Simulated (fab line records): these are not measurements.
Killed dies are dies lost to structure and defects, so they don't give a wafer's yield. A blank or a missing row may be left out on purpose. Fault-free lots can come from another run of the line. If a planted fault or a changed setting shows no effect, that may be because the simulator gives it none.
What tool caused it? | flow nand_harc | at 1 step of a route of 1159, 24 lots with 72 wafers sampled

## WHAT EACH GAUGE READ, for each wafer
NHARC_A_CHANNEL_FILL_D1_INSPECT_13. Usual: raw_defect_count 308, standard deviation 120.
lot  | measured     | on                | raw_defect_count | flag
L074 | day 10 18:49 | defect_inspect-01 | 173 298 262      |
L076 | day 11 02:29 | defect_inspect-01 | 424 153 291      |
L075 | day 11 02:39 | defect_inspect-02 | 189 255 337      |
L077 | day 11 08:35 | defect_inspect-01 | 457 359 318      |
L079 | day 11 08:44 | defect_inspect-02 | 495 438 318      |
L078 | day 11 14:53 | defect_inspect-02 | 324 350 277      |
L080 | day 11 23:58 | defect_inspect-01 | 148 149 183      |
L081 | day 12 11:46 | defect_inspect-02 | 300 371 181      |
L084 | day 12 19:59 | defect_inspect-02 | 197 106 177      |
L082 | day 12 20:01 | defect_inspect-01 | 324 841 501      |
L083 | day 13 02:53 | defect_inspect-02 | 299 253 177      |
L086 | day 13 16:16 | defect_inspect-01 | 235 247 281      |
L088 | day 13 16:26 | defect_inspect-01 | 329 246 300      |
L087 | day 13 21:33 | defect_inspect-01 | 234 185 191      |
L085 | day 14 04:09 | defect_inspect-02 | 256 335 232      |
L089 | day 14 11:10 | defect_inspect-02 | 295 203 284      |
L091 | day 14 16:51 | defect_inspect-02 | 488 313 405      |
L090 | day 14 16:52 | defect_inspect-01 | 245 421 345      |
L093 | day 15 07:24 | defect_inspect-01 | 324 343 278      |
L092 | day 15 07:33 | defect_inspect-02 | 417 310 394      |
L094 | day 15 13:28 | defect_inspect-01 | 361 275 273      |
L097 | day 16 04:05 | defect_inspect-01 | 192 291 537      |
L095 | day 16 11:04 | defect_inspect-01 | 180 341 326      |
L096 | day 16 16:53 | defect_inspect-02 | 608 412 207      |

## WHICH TOOL RAN EACH LOT (tool, then ch and the chambers of the sampled wafers, then the start)
The record holds no process step before these readings.

## WHAT THE TOOLS THEMSELVES READ (means of the sampled wafers that have a number; where no wafer has one, the mark that the record gives instead)
The record holds no such reading with a usual standard deviation.

## THE ANSWER, worked out from the rows above alone
Rule: a lot counts as off when the mean over its wafers that have a number is more than 3 standard deviations away from the usual mean. A lot without any number at a reading at which 4 lots or more have one is off too. Where the step has rows for the other lots, those lots are counted as sound. First the gauges in route order, then the tools' own readings, where a lot's mean is used as printed above. At the first step where some lot is off, the reading lying furthest off is the one used; lots without a number count as furthest.
Nothing can be told from this: no lot is off at any reading shown.

## WHAT WAS PUT IN BY THE SIMULATOR
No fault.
